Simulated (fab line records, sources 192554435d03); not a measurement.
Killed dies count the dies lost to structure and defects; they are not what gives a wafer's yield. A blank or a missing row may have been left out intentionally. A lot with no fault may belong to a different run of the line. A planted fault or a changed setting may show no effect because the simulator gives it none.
Split-lot experiment :: flow n5_finfet :: 21 wafers read across 7 lots, on a route 1938 steps long

== THE SPLIT ITSELF ==
At N5_DUMMY_GATE_ETCH_37 (etches SOC in N2/H2, target depth 60 nm, overetch 30 nm), the setting source_w was moved away from the recipe's 840 W on 9 of the 21 wafers read, by -16.2% to +14.1%. The other wafers ran this setting at the recipe's value.

The reading comes from the split's own step.

== THE READING ==
rf_vpp_V, in V, at N5_DUMMY_GATE_ETCH_37 (etches SOC in N2/H2, target depth 60 nm, overetch 30 nm). On this fab line, fault-free wafers typically give 524.5 V with a standard deviation of 2.5 V.

wafer: L074.3
tool, chamber at the split: rie_diel-05, 3
source_w as run, W: 703.9
against the recipe: -16.2%
rf_vpp_V, V: 552.6
against lot-mates on the recipe: +31.8

wafer: L074.4
tool, chamber at the split: rie_diel-05, 2
source_w as run, W: 840
against the recipe: recipe
rf_vpp_V, V: 520.1
against lot-mates on the recipe: -

wafer: L074.6
tool, chamber at the split: rie_diel-05, 3
source_w as run, W: 840
against the recipe: recipe
rf_vpp_V, V: 521.6
against lot-mates on the recipe: -

wafer: L076.3
tool, chamber at the split: rie_diel-02, 0
source_w as run, W: 802.1
against the recipe: -4.5%
rf_vpp_V, V: 528.5
against lot-mates on the recipe: no lot-mate on the recipe

wafer: L076.4
tool, chamber at the split: rie_diel-02, 2
source_w as run, W: 802.1
against the recipe: -4.5%
rf_vpp_V, V: 532.4
against lot-mates on the recipe: no lot-mate on the recipe

wafer: L076.6
tool, chamber at the split: rie_diel-02, 0
source_w as run, W: 802.1
against the recipe: -4.5%
rf_vpp_V, V: 527.7
against lot-mates on the recipe: no lot-mate on the recipe

wafer: L081.2
tool, chamber at the split: rie_diel-03, 3
source_w as run, W: 840
against the recipe: recipe
rf_vpp_V, V: 523.7
against lot-mates on the recipe: -

wafer: L081.3
tool, chamber at the split: rie_diel-03, 2
source_w as run, W: 840
against the recipe: recipe
rf_vpp_V, V: 526.4
against lot-mates on the recipe: -

wafer: L081.4
tool, chamber at the split: rie_diel-03, 1
source_w as run, W: 840
against the recipe: recipe
rf_vpp_V, V: 524.1
against lot-mates on the recipe: -

wafer: L084.3
tool, chamber at the split: rie_diel-03, 0
source_w as run, W: 958.7
against the recipe: +14.1%
rf_vpp_V, V: 501.5
against lot-mates on the recipe: no lot-mate on the recipe

wafer: L084.4
tool, chamber at the split: rie_diel-03, 3
source_w as run, W: 958.7
against the recipe: +14.1%
rf_vpp_V, V: 500.9
against lot-mates on the recipe: no lot-mate on the recipe

wafer: L084.5
tool, chamber at the split: rie_diel-03, 1
source_w as run, W: 958.7
against the recipe: +14.1%
rf_vpp_V, V: 502.2
against lot-mates on the recipe: no lot-mate on the recipe

wafer: L094.4
tool, chamber at the split: rie_diel-02, 0
source_w as run, W: 840
against the recipe: recipe
rf_vpp_V, V: 528.1
against lot-mates on the recipe: -

wafer: L094.5
tool, chamber at the split: rie_diel-02, 2
source_w as run, W: 840
against the recipe: recipe
rf_vpp_V, V: 523.3
against lot-mates on the recipe: -

wafer: L094.6
tool, chamber at the split: rie_diel-02, 3
source_w as run, W: 840
against the recipe: recipe
rf_vpp_V, V: 528.2
against lot-mates on the recipe: -

wafer: L095.1
tool, chamber at the split: rie_diel-02, 2
source_w as run, W: 840
against the recipe: recipe
rf_vpp_V, V: 524.4
against lot-mates on the recipe: -

wafer: L095.4
tool, chamber at the split: rie_diel-02, 3
source_w as run, W: 840
against the recipe: recipe
rf_vpp_V, V: 526.7
against lot-mates on the recipe: -

wafer: L095.5
tool, chamber at the split: rie_diel-02, 2
source_w as run, W: 840
against the recipe: recipe
rf_vpp_V, V: 524.4
against lot-mates on the recipe: -

wafer: L096.4
tool, chamber at the split: rie_diel-02, 3
source_w as run, W: 840
against the recipe: recipe
rf_vpp_V, V: 527.4
against lot-mates on the recipe: -

wafer: L096.5
tool, chamber at the split: rie_diel-02, 3
source_w as run, W: 798.1
against the recipe: -5.0%
rf_vpp_V, V: 535.7
against lot-mates on the recipe: +8.3

wafer: L096.6
tool, chamber at the split: rie_diel-02, 2
source_w as run, W: 798.1
against the recipe: -5.0%
rf_vpp_V, V: 531.5
against lot-mates on the recipe: +4.1

THE FIT
A straight line over all 21 wafers: rf_vpp_V changes by -1.63 V for each +1% of source_w; r = -0.98; the points scatter about the line by 2.5 V.
The same after taking each lot's own level away (the mean of its wafers on the recipe; 15 wafers): -1.87 V for each +1%; r = -0.97; scatter 2 V.
According to that fit, moving source_w by its largest amount changes the reading by 30 V.
Across the lots, their own levels run from 520.85 to 527.40 V, a range of 2.6 times the standard deviation given above.
So the lot-to-lot level changes the slope: the two fits differ.
Check: with one of the wafers moved furthest among these (-16.2%) left out of the fit, the line predicts +20.1 V for it against its lot-mates. Against them it came out at +31.8 V.
Tool readings at the split's step, against how far the setting was moved: rf_vpp_V r = -0.98.

== FURTHER SPLITS ON THESE WAFERS ==
Before the reading, these wafers also passed through other splits. Each is held against what the fit with the lots' levels taken away leaves over:
other split on the same wafers: N5_ZERO_LAYER_EXPOSE_08 dose_mj
wafers away from the commonest value: 2
r with rf_vpp_V (lot level and that fit taken away): -

other split on the same wafers: N5_ZERO_LAYER_DEVELOP_10 develop_time_s
wafers away from the commonest value: 9
r with rf_vpp_V (lot level and that fit taken away): -0.01

other split on the same wafers: N5_WELL_APT_EXPOSE_22 dose_mj
wafers away from the commonest value: 8
r with rf_vpp_V (lot level and that fit taken away): +0.31

other split on the same wafers: N5_WELL_APT_PEB_23 peb_time_s
wafers away from the commonest value: 4
r with rf_vpp_V (lot level and that fit taken away): -0.14

other split on the same wafers: N5_FIN_SAQP_SPACER1_ALD_24 ald_cycles
wafers away from the commonest value: 8
r with rf_vpp_V (lot level and that fit taken away): -0.44

other split on the same wafers: N5_FIN_CUT_COAT_02 spin_rpm
wafers away from the commonest value: 6
r with rf_vpp_V (lot level and that fit taken away): -0.37

== THE FILE'S OWN FIT ==
rf_vpp_V changes by -1.9 V for each +1% of source_w, r = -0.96.
